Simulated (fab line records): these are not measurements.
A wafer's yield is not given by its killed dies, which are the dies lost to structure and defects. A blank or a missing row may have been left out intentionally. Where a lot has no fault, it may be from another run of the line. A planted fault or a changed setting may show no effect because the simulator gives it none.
fab line records | flow n5-finfet
record lots=4 | wafers=11 | last-day=18
route steps=1938 shown GATE_CUT@490 MOL_CONTACT_COAG@517 PASSIVATION@1936
lots with no fault: from the same line, run without faults
start-h: hours from the record's opening day to when the first of the lot's shown wafers began | wait-h: hours from the lot's prior step to this one | " repeats the value in the row above | L1.1+2: several wafers, shown together as one row | - either no value or no given start | * or withheld: withheld | < > ~ a bound
route shown NAME@n: names a module that has steps shown in the file, with the first one's number in the route | usual: mean/standard deviation taken from wafers without a fault | same: alike in all rows | chamber/n: place in a boat | sites: each site's reading | _std_site: their standard deviation | _edge_site: the outer-site mean with the inner-site mean subtracted | radius-mm: for every site, how far away it sits from the centre of the wafer | mask NAME#n: copy n | behind: tool/chamber where the wafer was last shaped | hold: cause of the lot's hold/its duration in hours/its outcome | device: whichever transistor did not switch (one of n, p or np) | end of line: tests of these same wafers at the route's end | a step without rows: its recipe alone | killed: dies that structure and defects cost at the first sort, which is not the same as the wafer's yield | map: the dies of a wafer, with x for killed, . for not killed, _ for no die there
set.NAME: the run value of the setting; set.NAME@STEP: its run value at that earlier step | model.NAME: the simulator's own value behind a step, which no gauge read
lots seen at some steps along the route; tables by step, rows by wafer
services: the hour from which a tool's chamber was out of use, counted from the record's first day as start-h (under 0 if before that day), plus the number of hours and why
## steps
# step N5_GATE_CUT_DESCUM_18
# recipe chemistry=O2 | time-s=7 | source-power-w=50 | bias-power-w=20 | pressure-mtorr=20 | rf-frequency-hz=2.712e+07 | temp-c=40 | resist=CAR-EUV | o2-flow-sccm=225
# step N5_GATE_CUT_ETCH_28
# recipe chemistry=N2/H2 | target=underlayer | target-depth-a=130 | mask-material=CAR-EUV | time-s=10.4 | ion-energy-ev=200 | pressure-mtorr=30 | source-w=840 | bias-w=150 | n2-flow-sccm=200 | h2-flow-sccm=200 | ends=cleared
# step N5_GATE_CUT_ETCH_36
# recipe chemistry=CF4 | target=SiARC | target-depth-a=130 | mask-material=CAR-EUV | time-s=21.7 | ion-energy-ev=80 | pressure-mtorr=40 | source-w=545 | bias-w=36 | Ar_flow_sccm=100 | cf4-flow-sccm=100 | ends=cleared
# step N5_GATE_CUT_ETCH_37
# recipe chemistry=N2/H2 | target=SOC | target-depth-a=600 | overetch-a=120 | mask-material=SiARC | temp-c=40 | time-s=90 | ion-energy-ev=200 | pressure-mtorr=30 | source-w=840 | bias-w=150 | n2-flow-sccm=200 | h2-flow-sccm=200
# step N5_GATE_CUT_STRIP_38
# recipe chemistry=N2/H2 | temp-c=40 | n2-flow-sccm=200 | h2-flow-sccm=200 | rf-frequency-hz=6e+07
# step N5_GATE_CUT_STRIP_39
# recipe chemistry=N2/H2 | temp-c=40 | n2-flow-sccm=200 | h2-flow-sccm=200 | rf-frequency-hz=6e+07
# step N5_GATE_CUT_HM_OPEN_40
# recipe chemistry=C4F6/O2 | target=SiO2 | mask-material=SiARC | target-depth-a=1390 | time-s=85.1 | ion-energy-ev=250 | pressure-mtorr=30 | source-w=345 | bias-w=185 | Ar_flow_sccm=300 | C4F6_flow_sccm=10 | O2_flow_sccm=10 | ends=cleared
# step N5_GATE_CUT_STRIP_41
# recipe chemistry=CF4 | resist=SiARC | power-w=300 | bias-power-w=75 | pressure-mtorr=50 | cf4-flow-sccm=150 | rf-frequency-hz=6e+07
# step N5_GATE_CUT_STRIP_42
# recipe chemistry=O2 | power-w=400 | temp-c=40 | pressure-mtorr=30 | rf-frequency-hz=6e+07 | bias-power-w=0 | overash-fraction=0.3 | o2-flow-sccm=225
# step N5_GATE_CUT_ETCH_19
# recipe chemistry=CH3F/O2 | target=SiNx | mask-material=SiO2 | target-depth-a=537 | time-s=76.7 | pressure-mtorr=30 | source-w=395 | bias-w=73 | Ar_flow_sccm=150 | CH3F_flow_sccm=30 | O2_flow_sccm=20 | ion-energy-ev=120 | ends=cleared
# step N5_GATE_CUT_CUT_ETCH_53
# recipe chemistry=SF6/Cl2 | target=W | mask-material=SiO2 | target-depth-a=792 | pressure-mtorr=8 | icp-w=900 | bias-w=80 | SF6_flow_sccm=40 | Cl2_flow_sccm=60 | ends=cleared
# step N5_GATE_CUT_CUT_ETCH_54
# recipe chemistry=Cl2/BCl3 | target=TiN | mask-material=SiO2 | target-depth-a=967 | pressure-mtorr=10 | icp-w=1000 | bias-w=126 | Cl2_flow_sccm=53.25 | bcl3-flow-sccm=21.75 | Ar_flow_sccm=25 | ends=cleared
# usual drypump-motor-current-A=6.0/0.45 | etch-rf-on-time-s=36.7/0.73 | mfc-cl2-sccm=53.24/0.17 | oes-product-au=0.69/0.076 | throttle-valve-pct=22.35/0.24
lot.wafer | tool         | chamber | start-h | wait-h | drypump-motor-current-A | etch-rf-on-time-s | mfc-cl2-sccm | oes-product-au | rf-hours-counter-h | throttle-valve-pct
L941.1    | rie-metal-03 | 0       | 147.28  | 0.0    | 5.9                     | 37.4              | 53.28        | 0.73           | 35                 | 22.64
L941.5    | "            | 1       | "       | "      | 6.7                     | 37.3              | 53.34        | 0.76           | -                  | 22.35
L941.6    | "            | 0       | "       | "      | 5.8                     | 37.4              | 53.27        | 0.72           | -                  | 22.65
L942.3    | rie-metal-03 | 1       | 153.38  | 0.0    | 6.7                     | 37.7              | 53.23        | 0.75           | -                  | 22.32
L942.5    | "            | 0       | "       | "      | 5.9                     | 37.6              | 53.30        | 0.72           | -                  | 22.63
L942.6    | "            | 1       | "       | "      | 6.7                     | 37.5              | 53.34        | 0.75           | -                  | 22.30
L952.1    | rie-metal-03 | 1       | 226.23  | 0.1    | 6.7                     | 37.7              | 53.15        | 0.72           | 28                 | 22.34
L952.6    | "            | 1       | "       | "      | 6.7                     | 37.8              | 53.05        | 0.73           | -                  | 22.34
L954.1    | rie-metal-02 | 1       | 246.35  | 0.0    | 6.1                     | 36.0              | 53.23        | 0.70           | 44                 | 22.06
L954.2    | "            | 0       | "       | "      | 6.0                     | 36.7              | 52.97        | 0.88           | 1                  | 22.28
L954.6    | "            | 1       | "       | "      | 6.1                     | 35.9              | 53.50        | 0.69           | -                  | 22.09
# step N5_GATE_CUT_CUT_ETCH_55
# recipe chemistry=BCl3 | target=HfO2 | mask-material=SiO2 | target-depth-a=32 | ion-energy-ev=30 | pressure-mtorr=5 | icp-w=450 | bias-w=18 | bcl3-flow-sccm=80
# step N5_GATE_CUT_ETCH_47
# recipe chemistry=Cl2/BCl3 | target=SiO2 | target-depth-a=100 | pressure-mtorr=10 | icp-w=1000 | bias-w=126 | Cl2_flow_sccm=53.25 | bcl3-flow-sccm=21.75 | Ar_flow_sccm=25
# step N5_GATE_CUT_VAPOR_ETCH_48
# recipe chemistry=BCl3/Cl2 | target=TiN | mode=isotropic
# step N5_GATE_CUT_VAPOR_ETCH_49
# recipe chemistry=BCl3/Cl2 | target=TiAlC | mode=isotropic
# step N5_GATE_CUT_VAPOR_ETCH_51
# recipe chemistry=BCl3/Cl2 | target=HfO2 | mode=isotropic
# step N5_GATE_CUT_STRIP_21
# recipe chemistry=N2/H2 | time-s=30 | power-w=1000 | temp-c=250 | pressure-mtorr=withheld | n2-flow-sccm=1750 | h2-flow-sccm=3250
# step N5_GATE_CUT_STRIP_29
# recipe chemistry=post-etch-residue-remover | time-s=60 | temp-c=25 | remover-ph=withheld | remover-water-wt-pct=withheld | remover-fluoride-wt-pct=withheld
# step N5_GATE_CUT_SRD_52
# recipe dry=ipa-marangoni | time-s=30 | temp-c=23 | rinse-liquid=diw
# step N5_GATE_CUT_ALD_22
# recipe material=SiNx | target-thk-a=160 | temp-c=400 | ald-precursor-family=SiH2I2 | ald-co-reactant=N2/H2-plasma | pulse-time-s=1 | ald-cycles=320 | purge-time-s=2 | co-reactant-purge-time-s=2 | pressure-torr=2
# step N5_GATE_CUT_CMP_23
# recipe stop-on=SiO2 | t-overpolish-s=23.4 | post-cmp-clean=alkaline-brush | down-force-psi=2.5 | platen-rpm=51.8 | pad-velocity-m-s=1.0307 | target-thk-nm=16
# step N5_GATE_CUT_CMP_43
# recipe material=SiO2 | post-cmp-clean=rinse-only
# step N5_GATE_CUT_CMP_61
# recipe stop-on=SiNx | t-overpolish-s=3 | post-cmp-clean=alkaline-brush | down-force-psi=4 | platen-rpm=27.09 | pad-velocity-m-s=0.539
# step N5_MOL_CONTACT_COAG_COAT_103
# recipe resist=SOC | temp-c=250 | time-s=60 | spin-rpm=1500 | resist-thk-nm=80
# step N5_MOL_CONTACT_COAG_COAT_104
# recipe resist=SiARC | temp-c=220 | time-s=60 | spin-rpm=1500 | resist-thk-nm=12
# step N5_MOL_CONTACT_COAG_COAT_58
# recipe resist=underlayer | temp-c=205 | time-s=60 | spin-rpm=1500 | resist-thk-nm=10
# step N5_MOL_CONTACT_COAG_COAT_02
# recipe resist=CAR-EUV | spin-rpm=1500 | resist-thk-nm=30
# step N5_MOL_CONTACT_COAG_EBR_04
# recipe solvent=PGMEA | ebr-width-mm=1.5
# step N5_MOL_CONTACT_COAG_SOFTBAKE_03
# recipe temp-c=110 | time-s=60 | resist=CAR-EUV
# step N5_MOL_CONTACT_COAG_EXPOSE_05
# recipe mask-id=CA | na=0.33 | source-shape=annular | sigma-inner=0.4 | sigma-outer=0.8 | polarization=unpolarized | defocus-nm=0 | dose-mj=38.25
# step N5_MOL_CONTACT_COAG_PEB_06
# recipe peb-temp-c=100 | peb-time-s=60 | resist=CAR-EUV
# step N5_MOL_CONTACT_COAG_DEVELOP_07
# recipe develop-time-s=30 | developer=TMAH | resist=CAR-EUV | rinse-liquid=surfactant-rinse | dry=air-spin | dev-temp-c=23
# step N5_MOL_CONTACT_COAG_DESCUM_13
# recipe chemistry=O2 | time-s=7 | source-power-w=50 | bias-power-w=20 | pressure-mtorr=20 | rf-frequency-hz=2.712e+07 | temp-c=40 | resist=CAR-EUV | o2-flow-sccm=225
# step N5_MOL_CONTACT_COAG_ETCH_59
# recipe chemistry=N2/H2 | target=underlayer | target-depth-a=130 | mask-material=CAR-EUV | time-s=10.4 | ion-energy-ev=200 | pressure-mtorr=30 | source-w=840 | bias-w=150 | n2-flow-sccm=200 | h2-flow-sccm=200 | ends=cleared
# step N5_PASSIVATION_PROBE_49
# usual defect-limited-yield=91.3/1.3 | killed_at_M0_to_M3=36/12 | killed_at_M4_up=13/4.6 | killed-at-contacts=13/5.4 | killed-at-front-end=37/10 | killed-at-other=3.6/2.9 | killed-dies=102/15 | killed-on-rim=13/4 | killed-open=67/12 | killed-short=33/7.5 | sort_bin_5_function=5.1/0.93 | sort_bin_6_memory=3.2/0.62 | sort_bin_8_speed=0.00/0.01 | sort-n-pass=1078/15 | sort-yield-pct=91.3/1.3
# same gross-dies=1180 | killed-at-back-side=0 | sort_bin_4_leakage[%]=0
lot.wafer | tool      | chamber | start-h | wait-h | defect-limited-yield[%] | killed_at_M0_to_M3 | killed_at_M4_up | killed-at-contacts | killed-at-front-end | killed-at-other | killed-dies | killed-on-rim | killed-open | killed-short | sort_bin_5_function[%] | sort_bin_6_memory[%] | sort_bin_8_speed[%] | sort-n-pass | sort-yield-pct[%]
L941.1    | prober-01 | -       | 342.10  | 0.0    | 85.9                    | 16                 | 13              | 9                  | 123                 | 5               | 166         | 7             | 46          | 21           | 8.5                    | 4.2                  | 0                   | 1014        | 85.9
L941.5    | prober-01 | -       | 342.30  | 0.2    | 91.5                    | 29                 | 14              | 17                 | 38                  | 2               | 100         | 10            | 72          | 25           | 4.3                    | 3.7                  | 0                   | 1080        | 91.5
L941.6    | prober-01 | -       | 342.35  | 0.3    | 83.7                    | 25                 | 17              | 8                  | 140                 | 2               | 192         | 16            | 56          | 26           | 11.3                   | 3.6                  | 0                   | 988         | 83.7
L942.5    | prober-01 | -       | 345.88  | 0.2    | 83.6                    | 43                 | 16              | 15                 | 115                 | 4               | 193         | 11            | 54          | 36           | 10.4                   | 4.3                  | 0                   | 987         | 83.6
L952.1    | prober-01 | -       | 414.10  | 0.0    | 91.2                    | 38                 | 4               | 11                 | 46                  | 5               | 104         | 21            | 72          | 30           | 5.3                    | 3.0                  | 0                   | 1076        | 91.2
L952.6    | prober-01 | -       | 414.35  | 0.3    | 91.9                    | 27                 | 12              | 14                 | 41                  | 2               | 96          | 11            | 53          | 38           | 4.9                    | 2.7                  | 0                   | 1084        | 91.9
# killed by level:class
L941.1 GATE_CUT:unspecified=98 MOL_CONTACT_COAG:geometric-particle:open=9 BEOL_M0_SAQP:geometric-particle:short=6 DUMMY_GATE:geometric-particle:open=5 FIN_SAQP:geometric-particle:open=4 BEOL_M0_SAQP:geometric-particle:open=4 BEOL_M2:geometric-particle:open=3 BEOL_M4:geometric-particle:open=3
L941.5 MOL_CONTACT_COAG:geometric-particle:open=16 FIN_SAQP:geometric-particle:open=13 BEOL_M0_SAQP:geometric-particle:short=7 BEOL_M0_SAQP:geometric-particle:open=6 FIN_SAQP:geometric-particle:short=5 DUMMY_GATE:geometric-particle:open=5 STI_FIN_REVEAL:geometric-particle:open=4 BEOL_M4:geometric-particle:open=4
L941.6 GATE_CUT:unspecified=109 MOL_CONTACT_COAG:geometric-particle:open=8 BEOL_M1:geometric-particle:open=7 BEOL_M4:geometric-particle:open=7 STI_FIN_REVEAL:geometric-particle:open=5 BEOL_M2:geometric-particle:open=4 BEOL_M0_SAQP:geometric-particle:short=4 BEOL_M0_SAQP:geometric-particle:open=4
L942.5 GATE_CUT:unspecified=103 MOL_CONTACT_COAG:geometric-particle:open=10 BEOL_M2:geometric-particle:short=10 BEOL_M0_SAQP:geometric-particle:open=9 BEOL_M4:geometric-particle:open=8 BEOL_M0_SAQP:geometric-particle:short=6 BEOL_M2:geometric-particle:open=6 MOL_CONTACT_COAG:geometric-particle:short=5
L952.1 FIN_SAQP:geometric-particle:open=15 BEOL_M2:geometric-particle:open=12 MOL_CONTACT_COAG:geometric-particle:open=11 FIN_SAQP:geometric-particle:short=7 GATE_CUT:geometric-particle:short=6 BEOL_M0:geometric-particle:short=5 BEOL_M0_SAQP:geometric-particle:open=5 BEOL_M3:geometric-particle:open=5
L952.6 FIN_SAQP:geometric-particle:short=11 MOL_CONTACT_COAG:geometric-particle:open=11 BEOL_M2:geometric-particle:open=7 FIN_SAQP:geometric-particle:open=6 BEOL_M0_SAQP:geometric-particle:open=6 BEOL_M0_SAQP:geometric-particle:short=6 ILD0:geometric-particle:short=4 GATE_CUT:geometric-particle:short=4
# map L941.6 (x killed, . not)
_________________......x.....________________
______________x..x.............._____________
___________.................x......__________
__________...............x.......x.._________
________.x.......x..xx.x.......x......_______
_______x........x.xxxxxxxx.xx.........x______
______...........xx.xxxxxxxx............_____
_____...........xxxxxxxxxxx.x............____
____...x..xx....x.xxxxxxxxxx.x............___
___...........x...xxxxxxxxxxx.x............__
___..............xxxxxxxxxxxxxx...x.......x__
__..x............xxxxxxxxxxxx.x.....x.....x._
__...............x.xxxxxxxxxx....x.........._
_.................x.xx.xx..x.x...x...........
_x............x..x.x..x.x.....x...x.x........
_.......x.............xxx...........x..x.....
_...............x...........xx..........x....
_....x.xx.......x.x..x.......................
_...xx....................x..x...............
_.......................xx.......xx..........
_.......x.........xx.....x.x.................
__x............x............................_
__.......x.....................x.....x......_
___x...............x.......x..........x....__
___.........................x..............__
____.x....................................___
_____....................................____
______............x.........x..x.x......_____
_______.....x..........................______
________....................x.......x._______
__________..x...........x..........._________
___________.....x.................x__________
______________......xxx.......x._____________
_________________......x.....________________
# map L942.5 (x killed, . not)
_________________........x...________________
______________.x........x......._____________
___________...........xx...........__________
__________...x.x.....x....x........x_________
________...........xx.x......x........_______
_______..x.x...xx..x.xxxx.x............______
______............xxxxxxxx.x............_____
_____............xx.xxxxxxxx.x....x...x..____
____....x........xxxxxxxxxxx..............___
___...x..........xxxxxxxxxxxx...x..........__
___............xxxxxxxxxxxxxxx.x...........__
__...x.x........xxxxxxxxxxx.xx.x......x....._
__.......x.....xxxx.xxxxxx.x......x...x...x._
_...x..............xxxx.xx.x.................
_.................x.x..xx....................
_....x.......x......x.x.xx.........x.........
_..........x.........x.x....x.x..............
_.................x..........................
_x...............xx.....x..x.....xx......x...
_...........x......x..x.......x....x.........
_.................x......x.x.........x.......
__...x......x........x.....xx..............._
__.x...........x...x..........x............._
___...........................x............__
___x....x..................x........x......__
____......x.......................x.......___
_____x...........x..................x....____
______..........x...........x........x.._____
_______................................______
________x.....................x......._______
__________................x..x......_________
___________.x........x...x.........__________
______________.................._____________
_________________...x....x...________________
## services
tool         | chamber | start-h | hours | kind
rie-metal-02 | 0       | 126.69  | 16.4  | repair
rie-metal-02 | 0       | 175.69  | 26.6  | repair
rie-metal-02 | 0       | 202.30  | -     | clean
rie-metal-02 | 0       | 202.30  | 28.8  | scheduled-down
rie-metal-02 | 0       | 202.30  | 28.8  | vent-cycle
## key
first-sign step=N5_PASSIVATION_PROBE_49 | reading=killed-at-front-end | direction=up | sigmas=8.7 | usual=37 | struck=126
effect step=N5_PASSIVATION_PROBE_49 | reading=defect-limited-yield | direction=down | sigmas=5.3 | usual=91.3 | struck=84.4
more-kills-born-at N5_GATE_CUT_CUT_ETCH_54@rie-metal-03=310
met-at N5_GATE_CUT_CUT_ETCH_54
struck-wafers L941.1,L941.6,L942.5
fault kind=chamber-particle-source | tool=rie-metal-03 | chamber=0 | onset-h=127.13 | steps=N5_GATE_CUT_CUT_ETCH_54 | rate-per-visit-cm2=0.50616 | end-h=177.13
